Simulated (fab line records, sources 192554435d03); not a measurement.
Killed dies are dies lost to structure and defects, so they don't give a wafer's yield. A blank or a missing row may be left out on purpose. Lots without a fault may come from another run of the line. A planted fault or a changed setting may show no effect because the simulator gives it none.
fab line records | flow n5_finfet
record lots=5 wafers=15 last_day=18
route steps=1938 shown MOL_CONTACT_COAG@544
lots that met no fault: from a run of the same line without faults
start_h: hours from the record's first day to the start of the lot's first wafer shown | wait_h: hours since the lot's step before | " the same as in the row above | L1.1+2: a row that stands for several wafers | - no value, or no start given | * or withheld: withheld | < > ~ a bound
route shown NAME@n: a module of which the file shows steps, and the number in the route of the first | usual: mean/standard deviation of fault-free wafers | same: alike in all rows | chamber/n: place in a boat | sites: the reading at each site | _std_site: their standard deviation | _edge_site: outer sites' mean less inner sites' | radius_mm: how far each site lies from the wafer's centre | mask NAME#n: copy n | behind: the tool/chamber that last shaped the wafer | hold: why the lot was held/for how many hours/how that ended | device: the transistor (n, p or np) that didn't switch | end of line: the same wafers' tests at the end of the route | a step without rows: its recipe alone | killed: dies lost to structure and defects at the first sort, not the wafer's yield | map: a wafer's dies, x killed, . not, _ none there
set.NAME: the setting as run; set.NAME@STEP: as run at that earlier step | model.NAME: the simulator's own value behind a step, which no gauge read
lots at some steps of the route; a table a step, a row a wafer
services: from which hour (start_h, from the record's first day; less than 0 if before it) a tool's chamber was out of use, for how many hours, and why
## steps
# step N5_MOL_CONTACT_COAG_ALD_20
# recipe material=TiN target_thk_a=15 temp_c=400 ald_precursor_family=TiCl4 ald_co_reactant=NH3 pulse_time_s=1 purge_time_s=3 co_reactant_purge_time_s=2 co_reactant_pulse_time_s=2 ald_cycles=68 pressure_torr=3
# usual chamber_pressure_Torr=3.000/0.006 heater_power_w=853/94 precursor_pulse_height_rel=1.005/0.021
# columns lot.wafer tool chamber start_h wait_h chamber_pressure_Torr heater_power_w precursor_pulse_height_rel since_wet_clean_h
L078.3 ald_metal-03 1 114.30 0.1 2.991 762 1.007 1316
L078.5 " 3 " " 2.997 958 0.976 -
L078.6 " 2 " " 3.005 857 1.014 -
L088.3 ald_metal-01 2 174.60 0.1 3.005 985 1.016 5991
L088.4 " 1 " " 2.998 922 1.042 5991
L088.6 " 2 " " 3.005 1011 0.943 -
L093.3 ald_metal-04 3 204.28 0.1 3.000 934 1.003 4483
L093.4 " 2 " " 3.001 933 0.993 4483
L093.5 " 2 " " 3.005 963 1.026 -
L095.2 ald_metal-04 1 218.72 0.1 3.001 873 1.014 4497
L095.3 " 3 " " 3.004 921 0.973 4497
L095.4 " 2 " " 2.999 955 1.028 4497
L096.3 ald_metal-03 1 222.52 0.1 3.005 760 1.009 1424
L096.5 " 1 " " 2.999 778 1.018 -
L096.6 " 2 " " 3.008 852 0.978 -
# step N5_MOL_CONTACT_COAG_SIL_ANNEAL_21
# recipe temp_c=550 time_s=60 ambient=N2
# usual lamp_power_pct=7.0/0.51 lamp_zone_4_pct=7.0/0.51 wafer_temp_C_max=553.1/0.67
# columns lot.wafer tool chamber start_h wait_h lamp_power_pct lamp_zone_4_pct wafer_temp_C_max
L078.3 rtp_anneal-01 0 114.74 0.3 6.5 6.5 553.1
L078.5 " 0 " " 6.5 6.5 553.0
L078.6 " 0 " " 6.5 6.5 553.5
L088.3 rtp_anneal-01 0 175.03 0.3 6.5 6.5 552.9
L088.4 " 0 " " 6.5 6.5 552.7
L088.6 " 0 " " 6.5 6.5 552.8
L093.3 rtp_anneal-02 0 204.72 0.3 7.6 7.6 552.1
L093.4 " 0 " " 7.5 7.6 552.1
L093.5 " 0 " " 7.5 7.6 552.2
L095.2 rtp_anneal-02 0 219.32 0.4 7.6 7.6 553.4
L095.3 " 0 " " 7.6 7.6 553.6
L095.4 " 0 " " 7.6 7.6 552.4
L096.3 rtp_anneal-02 0 222.95 0.3 7.5 7.5 554.3
L096.5 " 0 " " 7.6 7.6 553.5
L096.6 " 0 " " 7.5 7.6 552.6
# step N5_MOL_CONTACT_COAG_PRE_CLEAN_141
# recipe gas=H2/He time_s=60 temp_c=300
# usual heater_power_w=514/49
# columns lot.wafer tool chamber start_h wait_h heater_power_w
L078.3 pvd_sputter-02 - 115.56 0.8 498
L078.5 " - " " 580
L078.6 " - " " 523
L088.3 pvd_sputter-01 - 175.86 0.8 466
L088.4 " - " " 570
L088.6 " - " " 470
L093.3 pvd_sputter-03 - 205.48 0.7 550
L093.4 " - " " 460
L093.5 " - " " 528
L095.2 pvd_sputter-02 - 221.20 1.9 570
L095.3 " - " " 496
L095.4 " - " " 527
L096.3 pvd_sputter-03 - 224.52 1.5 464
L096.5 " - " " 523
L096.6 " - " " 460
# step N5_MOL_CONTACT_COAG_SPUTTER_143
# recipe material=Co target_thk_a=25 temp_c=25 chamber_pressure_pa=0.2
# usual substrate_temp_c=25.01/0.1 throttle_valve_pct=30.0/0.86
# columns lot.wafer tool chamber start_h wait_h substrate_temp_c throttle_valve_pct
L078.3 pvd_sputter-02 - 115.62 0.0 25.17 29.7
L078.5 " - " " 25.00 29.6
L078.6 " - " " 25.02 30.3
L088.3 pvd_sputter-01 - 175.92 0.0 24.86 29.2
L088.4 " - " " 25.13 30.0
L088.6 " - " " 24.91 28.9
L093.3 pvd_sputter-03 - 205.54 0.0 25.02 30.1
L093.4 " - " " 25.09 30.9
L093.5 " - " " 24.92 31.6
L095.2 pvd_sputter-02 - 221.26 0.0 25.09 29.7
L095.3 " - " " 24.98 29.8
L095.4 " - " " 24.89 30.1
L096.3 pvd_sputter-03 - 224.58 0.0 25.08 30.8
L096.5 " - " " 24.80 31.7
L096.6 " - " " 25.02 29.0
# step N5_MOL_CONTACT_COAG_CO_FILL_22
# recipe material=Co target_thk_a=200 temp_c=200 precursor=CCTBA/H2 pressure_torr=30
# usual chamber_pressure_Torr=30.00/0.06 heater_power_w=233/30
# columns lot.wafer tool chamber start_h wait_h chamber_pressure_Torr heater_power_w since_wet_clean_h
L078.3 cvd_co-02 2 116.03 0.4 30.13 184 -
L078.5 " 2 " " 29.91 185 -
L078.6 " 0 " " 30.08 252 -
L088.3 cvd_co-01 2 176.12 0.2 30.00 277 258
L088.4 " 0 " " 29.97 243 -
L088.6 " 1 " " 29.97 215 -
L093.3 cvd_co-02 2 205.66 0.1 29.98 188 506
L093.4 " 1 " " 30.02 199 -
L093.5 " 2 " " 29.93 184 -
L095.2 cvd_co-02 2 221.38 0.1 30.10 185 522
L095.3 " 1 " " 30.04 205 85
L095.4 " 0 " " 29.89 257 -
L096.3 cvd_co-02 0 224.70 0.1 30.02 254 985
L096.5 " 2 " " 30.07 184 -
L096.6 " 1 " " 30.14 200 -
# step N5_MOL_CONTACT_COAG_ANNEAL_113
# recipe temp_c=400 time_s=300 ambient=H2/N2
# usual anneal_temp_c_max=401.6/0.43 lamp_power_pct=3.03/0.22 lamp_zone_4_pct=3.03/0.22 wafer_temp_C_max=402.2/0.48
# columns lot.wafer tool chamber start_h wait_h anneal_temp_c_max lamp_power_pct lamp_zone_4_pct wafer_temp_C_max
L078.3 rtp_anneal-02 0 117.14 0.8 402.0 3.25 3.24 402.0
L078.5 " 0 " " 402.1 3.25 3.25 402.2
L078.6 " 0 " " 401.9 3.25 3.24 402.4
L088.3 rtp_anneal-02 0 177.06 0.6 402.2 3.24 3.24 401.4
L088.4 " 0 " " 401.6 3.25 3.24 401.7
L088.6 " 0 " " 401.7 3.24 3.24 401.3
L093.3 rtp_anneal-01 0 206.59 0.6 402.1 2.81 2.81 402.2
L093.4 " 0 " " 401.6 2.81 2.80 403.2
L093.5 " 0 " " 401.3 2.81 2.81 402.6
L095.2 rtp_anneal-02 0 222.14 0.5 402.1 3.25 3.24 402.0
L095.3 " 0 " " 401.7 3.24 3.25 401.8
L095.4 " 0 " " 402.2 3.24 3.25 401.9
L096.3 rtp_anneal-02 0 225.62 0.6 401.9 3.25 3.25 402.6
L096.5 " 0 " " 401.9 3.24 3.25 402.4
L096.6 " 0 " " 402.2 3.25 3.25 402.7
# step N5_MOL_CONTACT_COAG_PRE_CLEAN_142
# recipe gas=H2/He time_s=60 temp_c=300
# usual heater_power_w=511/47
# columns lot.wafer tool chamber start_h wait_h heater_power_w
L078.3 pvd_sputter-02 - 119.40 2.1 559
L078.5 " - " " 423
L078.6 " - " " 529
L088.3 pvd_sputter-03 - 180.96 3.8 463
L088.4 " - " " 531
L088.6 " - " " 469
L093.3 pvd_sputter-02 - 208.26 1.5 532
L093.4 " - " " 560
L093.5 " - " " 427
L095.2 pvd_sputter-01 - 224.49 2.2 591
L095.3 " - " " 484
L095.4 " - " " 506
L096.3 pvd_sputter-01 - 226.93 1.2 588
L096.5 " - " " 559
L096.6 " - " " 584
# step N5_MOL_CONTACT_COAG_SPUTTER_130
# recipe material=Co target_thk_a=475 temp_c=25 chamber_pressure_pa=0.5 power_w=3000
# usual substrate_temp_c=25.00/0.11 throttle_valve_pct=30.1/0.89
# columns lot.wafer tool chamber start_h wait_h substrate_temp_c throttle_valve_pct
L078.3 pvd_sputter-02 - 119.46 0.0 25.02 29.8
L078.5 " - " " 24.98 30.0
L078.6 " - " " 24.90 30.2
L088.3 pvd_sputter-03 - 181.02 0.0 24.94 31.0
L088.4 " - " " 25.00 31.8
L088.6 " - " " 25.08 30.9
L093.3 pvd_sputter-02 - 208.32 0.0 24.84 30.1
L093.4 " - " " 24.98 29.8
L093.5 " - " " 24.95 30.0
L095.2 pvd_sputter-01 - 224.55 0.0 24.87 30.7
L095.3 " - " " 24.93 28.9
L095.4 " - " " 25.05 28.6
L096.3 pvd_sputter-01 - 226.99 0.0 24.94 30.1
L096.5 " - " " 24.80 30.6
L096.6 " - " " 24.78 30.2
# step N5_MOL_CONTACT_COAG_PRECLEAN_125
# recipe chemistry=DIW time_s=57.5 temp_c=23
# columns lot.wafer tool chamber start_h wait_h
L078.3+5+6 wet_bench-04 6,4,5 119.60 0.1
L088.3+4+6 wet_bench-04 4,3,6 181.49 0.4
L093.3+4+5 wet_bench-04 7,4,0 208.47 0.1
L095.2+3+4 wet_bench-06 5,2,1 224.68 0.1
L096.3+5+6 wet_bench-01 1,4,7 227.12 0.1
# step N5_MOL_CONTACT_COAG_SRD_126
# recipe dry_time_s=32 dry=n2_spin spin_rpm=1500
# usual spin_rpm=1499.9/0.77
# columns lot.wafer tool chamber start_h wait_h spin_rpm
L078.3 wet_bench-04 6 119.62 0.0 1499.8
L078.5 " 4 " " 1500.6
L078.6 " 5 " " 1500.0
L088.3 wet_bench-04 4 181.51 0.0 1498.9
L088.4 " 3 " " 1500.4
L088.6 " 6 " " 1498.7
L093.3 wet_bench-04 7 208.48 0.0 1499.4
L093.4 " 4 " " 1500.3
L093.5 " 0 " " 1500.3
L095.2 wet_bench-06 5 224.70 0.0 1500.5
L095.3 " 2 " " 1501.1
L095.4 " 1 " " 1500.8
L096.3 wet_bench-01 1 227.15 0.0 1500.6
L096.5 " 4 " " 1500.4
L096.6 " 7 " " 1500.9
# step N5_MOL_CONTACT_COAG_CMP_23
# recipe stop_on=SiO2 t_overpolish_s=1.5 post_cmp_clean=cu_alkaline down_force_psi=2 platen_rpm=50.289 pad_velocity_m_s=1.0006 target_thk_nm=0
# usual motor_current_A=8.1/1 overpolish_run_s=1.501/0.0093 pad_life_wafers=840/660 time_to_endpoint_s=10.1/2.9
# columns lot.wafer tool chamber start_h wait_h motor_current_A overpolish_run_s pad_life_wafers time_to_endpoint_s
L078.3 cmp-04 3 119.73 0.1 9.4 1.505 632 13.9
L078.6 " 1 " " 6.7 1.510 - 7.9
L078.5 " 2 " " 8.8 1.496 - 8.7
L088.3 cmp-03 0 181.58 0.1 7.8 1.506 1939 12.9
L088.4 " 2 " " 7.4 1.517 1941 9.7
L088.6 " 3 " " 8.1 1.501 - 9.8
L093.3 cmp-04 1 208.52 0.0 7.1 1.508 1206 10.0
L093.4 " 3 " " 10.1 1.511 1208 16.2
L093.5 " 2 " " 9.0 1.495 - 14.8
L095.4 cmp-03 2 224.73 0.0 7.2 1.502 264 7.2
L095.3 " 0 " " 7.2 1.499 266 11.7
L095.2 " 1 " " 8.6 1.502 267 4.7
L096.3 cmp-03 0 227.40 0.2 7.3 1.501 297 12.0
L096.5 " 1 " " 8.5 1.513 - 7.2
L096.6 " 2 " " 7.3 1.505 - 10.9
# step N5_MOL_CONTACT_COAG_WET_ETCH_26
# recipe target=Co target_depth_nm=13
# columns lot.wafer tool chamber start_h wait_h
L078.3+5+6 wet_bench-01 6,0,1 120.01 0.0
L088.3+4+6 wet_bench-06 3,5,4 181.90 0.0
L093.3+4+5 wet_bench-01 0,5,1 208.87 0.0
L095.2+3+4 wet_bench-04 4,6,2 225.08 0.0
L096.3+5+6 wet_bench-04 0,5,6 227.63 0.0
# step N5_MOL_CONTACT_COAG_WET_ETCH_116
# recipe chemistry=SC1-inhibited target_depth_nm=4.6 dry=ipa_marangoni rinse_time_s=30 rinse_temp_c=23
# columns lot.wafer tool chamber start_h wait_h
L078.3+5+6 wet_bench-01 6,0,1 120.16 0.0
L088.3+4+6 wet_bench-06 3,5,4 182.05 0.0
L093.3+4+5 wet_bench-01 0,5,1 209.03 0.0
L095.2+3+4 wet_bench-04 4,6,2 225.23 0.0
L096.3+5+6 wet_bench-04 0,5,6 227.78 0.0
# step N5_MOL_CONTACT_COAG_ALD_27
# recipe material=SiOC target_thk_a=170 temp_c=400 ald_precursor_family=carbosiloxane ald_co_reactant=H2-plasma pulse_time_s=1.5 time_s=2720 purge_time_s=2 co_reactant_purge_time_s=2 ald_cycles=340 pressure_torr=2
# usual chamber_pressure_Torr=2.001/0.0039 heater_power_w=859/77 precursor_pulse_height_rel=1.001/0.02
# columns lot.wafer tool chamber start_h wait_h chamber_pressure_Torr heater_power_w precursor_pulse_height_rel since_wet_clean_h
L078.3 ald_sin-02 2 120.48 0.0 2.002 792 1.011 22
L078.5 " 1 " " 1.995 757 0.999 -
L078.6 " 0 " " 1.998 970 0.996 -
L088.3 ald_sin-04 2 182.38 0.0 2.006 787 1.012 175
L088.4 " 1 " " 2.006 820 1.011 175
L088.6 " 0 " " 2.003 823 0.963 -
L093.3 ald_sin-04 0 209.92 0.6 2.000 829 0.981 203
L093.4 " 1 " " 2.007 842 1.031 203
L093.5 " 2 " " 2.000 771 0.991 -
L095.2 ald_sin-03 0 225.55 0.0 2.005 820 1.020 324
L095.3 " 2 " " 2.005 1009 1.004 324
L095.4 " 0 " " 1.997 811 0.970 -
L096.3 ald_sin-03 0 228.46 0.4 1.992 835 1.008 327
L096.5 " 0 " " 2.002 822 1.034 -
L096.6 " 2 " " 2.000 1009 0.994 -
# step N5_MOL_CONTACT_COAG_CMP_28
# recipe stop_on=SiNx t_overpolish_s=0.85 post_cmp_clean=alkaline_brush down_force_psi=4.15 platen_rpm=51.8 pad_velocity_m_s=1.0307 target_thk_nm=14.522
# usual motor_current_A=12.6/1.7 pad_life_wafers=1067/640 time_to_endpoint_s=5.4/2.9
# columns lot.wafer tool chamber start_h wait_h motor_current_A pad_life_wafers time_to_endpoint_s
L078.3 cmp-02 0 122.09 0.8 15.9 2023 0.0
L078.5 " 3 " " 12.9 - 5.1
L078.6 " 0 " " 15.5 - 2.6
L088.4 cmp-03 1 183.98 0.8 12.6 1963 0.0
L088.3 " 3 " " 12.5 1965 4.8
L088.6 " 0 " " 11.1 - 5.9
L093.3 cmp-04 3 211.52 0.8 15.4 1225 13.3
L093.4 " 1 " " 10.2 1227 6.3
L093.5 " 3 " " 15.1 - 12.1
L095.3 cmp-04 0 227.12 0.8 12.9 1368 8.3
L095.2 " 1 " " 10.3 1369 5.7
L095.4 " 3 " " 15.1 1371 5.3
L096.3 cmp-02 1 230.03 0.8 12.2 756 3.8
L096.5 " 1 " " 12.1 - 1.0
L096.6 " 2 " " 10.1 - 10.1
# step N5_MOL_CONTACT_COAG_THK_MEAS_29
# recipe reads=SiNx_of_GATE_CUT_PECVD_57+SiNx_of_GATE_CUT_SAC_CAP_01
# usual MD_CAP_THK=17.93/0.095
# columns lot.wafer tool chamber start_h wait_h MD_CAP_THK[nm]
L078.3 film_metro-01 - 122.34 - 17.92
L078.5 " - " " 17.97
L078.6 " - " " 17.86
L088.3 film_metro-01 - 184.24 - 18.01
L088.4 " - " " 17.86
L088.6 " - " " 17.93
L093.3 film_metro-01 - 211.78 - 17.86
L093.4 " - " " 18.07
L093.5 " - " " 18.09
L095.2 film_metro-01 - 227.42 - 18.09
L095.3 " - " " 17.77
L095.4 " - " " 17.89
L096.3 film_metro-01 - 230.32 - 17.95
L096.5 " - " " 17.82
L096.6 " - " " 17.78
# step N5_MOL_CONTACT_COAG_ALD_123
# recipe material=SiNx target_thk_a=50 temp_c=400 ald_precursor_family=SiH2I2 ald_co_reactant=N2/H2-plasma pulse_time_s=1 purge_time_s=2 co_reactant_purge_time_s=2 ald_cycles=100 pressure_torr=2
# usual chamber_pressure_Torr=2.000/0.0045 heater_power_w=862/76 precursor_pulse_height_rel=1.000/0.02
# columns lot.wafer tool chamber start_h wait_h chamber_pressure_Torr heater_power_w precursor_pulse_height_rel since_wet_clean_h
L078.3 ald_sin-03 2 122.39 0.0 1.995 962 0.985 220
L078.5 " 2 " " 1.996 973 0.983 -
L078.6 " 3 " " 2.005 869 0.962 -
L088.3 ald_sin-02 2 184.48 0.2 2.005 805 0.992 85
L088.4 " 3 " " 2.000 833 0.985 85
L088.6 " 1 " " 2.000 730 0.991 -
L093.3 ald_sin-04 0 211.82 0.0 1.995 858 1.003 204
L093.4 " 1 " " 2.003 860 0.995 204
L093.5 " 1 " " 1.996 856 0.975 -
L095.2 ald_sin-03 2 227.88 0.5 2.004 1004 0.975 326
L095.3 " 3 " " 1.990 850 0.972 326
L095.4 " 2 " " 2.007 995 0.959 -
L096.3 ald_sin-02 1 230.36 0.0 2.005 733 1.012 131
L096.5 " 3 " " 2.000 842 1.004 -
L096.6 " 2 " " 2.006 801 0.993 -
# step N5_MOL_CONTACT_COAG_PECVD_31
# recipe material=SiO2 target_thk_a=460 temp_c=400 precursor=TEOS/O2 pressure_torr=6.5 rf_w=withheld teos_flow_sccm=withheld gas=O2 flow_sccm=2650 time_s=8.9
# usual chamber_pressure_Torr=6.502/0.015
# columns lot.wafer tool chamber start_h wait_h chamber_pressure_Torr since_wet_clean_h
L078.3 pecvd-03 0 122.90 0.3 6.477 646
L078.5 " 0 " " 6.515 -
L078.6 " 1 " " 6.505 -
L088.3 pecvd-02 0 184.99 0.3 6.526 1070
L088.4 " 2 " " 6.500 -
L088.6 " 1 " " 6.484 -
L093.3 pecvd-03 0 212.34 0.3 6.504 -
L093.4 " 1 " " 6.494 -
L093.5 " 1 " " 6.492 -
L095.2 pecvd-02 1 228.39 0.3 6.502 1839
L095.3 " 0 " " 6.497 1114
L095.4 " 0 " " 6.486 -
L096.3 pecvd-01 2 230.86 0.3 6.499 543
L096.5 " 2 " " 6.499 -
L096.6 " 0 " " 6.517 -
# step N5_MOL_CONTACT_COAG_COAT_75
# recipe resist=SOC temp_c=250 time_s=60 spin_rpm=1500 resist_thk_nm=60
# columns lot.wafer tool chamber start_h wait_h
L078.3+5+6 litho_track-05 0 122.96 0.0
L088.3+4+6 litho_track-01 0 185.04 0.0
L093.3+4+5 litho_track-05 0 212.39 0.0
L095.2+3+4 litho_track-05 0 228.44 0.0
L096.3+5+6 litho_track-01 0 230.92 0.0
# step N5_MOL_CONTACT_COAG_COAT_76
# recipe resist=SiARC temp_c=220 time_s=60 spin_rpm=1500 resist_thk_nm=10
# columns lot.wafer tool chamber start_h wait_h
L078.3+5+6 litho_track-05 0 - -
L088.3+4+6 litho_track-01 0 - -
L093.3+4+5 litho_track-05 0 - -
L095.2+3+4 litho_track-05 0 - -
L096.3+5+6 litho_track-01 0 - -
# step N5_MOL_CONTACT_COAG_COAT_77
# recipe resist=underlayer temp_c=205 time_s=60 spin_rpm=1500 resist_thk_nm=10
# columns lot.wafer tool chamber start_h wait_h
L078.3+5+6 litho_track-05 0 - -
L088.3+4+6 litho_track-01 0 - -
L093.3+4+5 litho_track-05 0 - -
L095.2+3+4 litho_track-05 0 - -
L096.3+5+6 litho_track-01 0 - -
# step N5_MOL_CONTACT_COAG_COAT_78
# recipe resist=CAR-EUV spin_rpm=1500 resist_thk_nm=40
# columns lot.wafer tool chamber start_h wait_h
L078.3+5+6 litho_track-05 0 - -
L088.3+4+6 litho_track-01 0 - -
L093.3+4+5 litho_track-05 0 - -
L095.2+3+4 litho_track-05 0 - -
L096.3+5+6 litho_track-01 0 - -
# step N5_MOL_CONTACT_COAG_EBR_80
# recipe solvent=PGMEA ebr_width_mm=1.5
# columns lot.wafer tool chamber start_h wait_h
L078.3+5+6 litho_track-05 0 - -
L088.3+4+6 litho_track-01 0 - -
L093.3+4+5 litho_track-05 0 - -
L095.2+3+4 litho_track-05 0 - -
L096.3+5+6 litho_track-01 0 - -
# step N5_MOL_CONTACT_COAG_SOFTBAKE_79
# recipe temp_c=110 time_s=60 resist=CAR-EUV
# columns lot.wafer tool chamber start_h wait_h
L078.3+5+6 litho_track-05 0 - -
L088.3+4+6 litho_track-01 0 - -
L093.3+4+5 litho_track-05 0 - -
L095.2+3+4 litho_track-05 0 - -
L096.3+5+6 litho_track-01 0 - -
# step N5_MOL_CONTACT_COAG_EXPOSE_81
# recipe mask_id=VG na=0.33 source_shape=annular sigma_inner=0.3 sigma_outer=0.7 polarization=unpolarized defocus_nm=0 dose_mj=59.5
# columns lot.wafer tool chamber start_h wait_h mask
L078.3+5+6 euv_scanner-02 0 123.11 - VG#0
L088.3+4+6 euv_scanner-02 0 185.32 - VG#0
L093.3+4+5 euv_scanner-02 0 212.68 - VG#0
L095.2+3+4 euv_scanner-01 0 228.71 - VG#0
L096.3+5+6 euv_scanner-02 0 231.20 - VG#0
# step N5_MOL_CONTACT_COAG_PEB_82
# recipe peb_temp_c=100 peb_time_s=60 resist=CAR-EUV
# columns lot.wafer tool chamber start_h wait_h
L078.3+5+6 litho_track-05 0 123.17 0.1
L088.3+4+6 litho_track-05 0 185.38 0.1
L093.3+4+5 litho_track-05 0 212.74 0.1
L095.2+3+4 litho_track-01 0 228.78 0.1
L096.3+5+6 litho_track-03 0 231.26 0.1
# step N5_MOL_CONTACT_COAG_DEVELOP_83
# recipe develop_time_s=30 developer=TMAH resist=CAR-EUV rinse_liquid=surfactant_rinse dry=air_spin dev_temp_c=23
# columns lot.wafer tool chamber start_h wait_h
L078.3+5+6 litho_track-05 0 - -
L088.3+4+6 litho_track-05 0 - -
L093.3+4+5 litho_track-05 0 - -
L095.2+3+4 litho_track-01 0 - -
L096.3+5+6 litho_track-03 0 - -
## services
# columns tool chamber start_h hours kind
euv_scanner-02 - 91.65 1.0 pm
pecvd-03 - 95.06 6.0 pm
ald_sin-04 - 98.41 0.5 repair
cmp-04 - 103.68 1.0 repair
pecvd-03 - 117.39 2.8 pm
ald_metal-03 - 124.85 0.7 repair
cvd_co-02 - 127.45 28.1 pm
ald_sin-03 2 128.68 2.9 repair
cmp-04 - 140.01 3.1 pm
ald_sin-04 - 143.80 6.1 pm
euv_scanner-02 - 145.00 0.2 repair
euv_scanner-02 - 146.10 1.0 pm
pvd_sputter-03 - 155.67 1.6 repair
euv_scanner-02 - 156.87 0.9 repair
ald_sin-03 3 163.57 4.5 repair
cvd_co-02 - 165.03 1.7 repair
pvd_sputter-01 - 176.49 2.6 repair
cmp-04 - 184.81 5.6 repair
cmp-03 - 190.45 4.0 pm
euv_scanner-02 - 196.67 4.6 pm
cvd_co-02 - 198.82 0.5 repair
euv_scanner-02 - 202.25 1.0 pm
cvd_co-02 - 212.88 6.9 pm
cmp-04 - 225.15 0.9 repair
## key
fault none
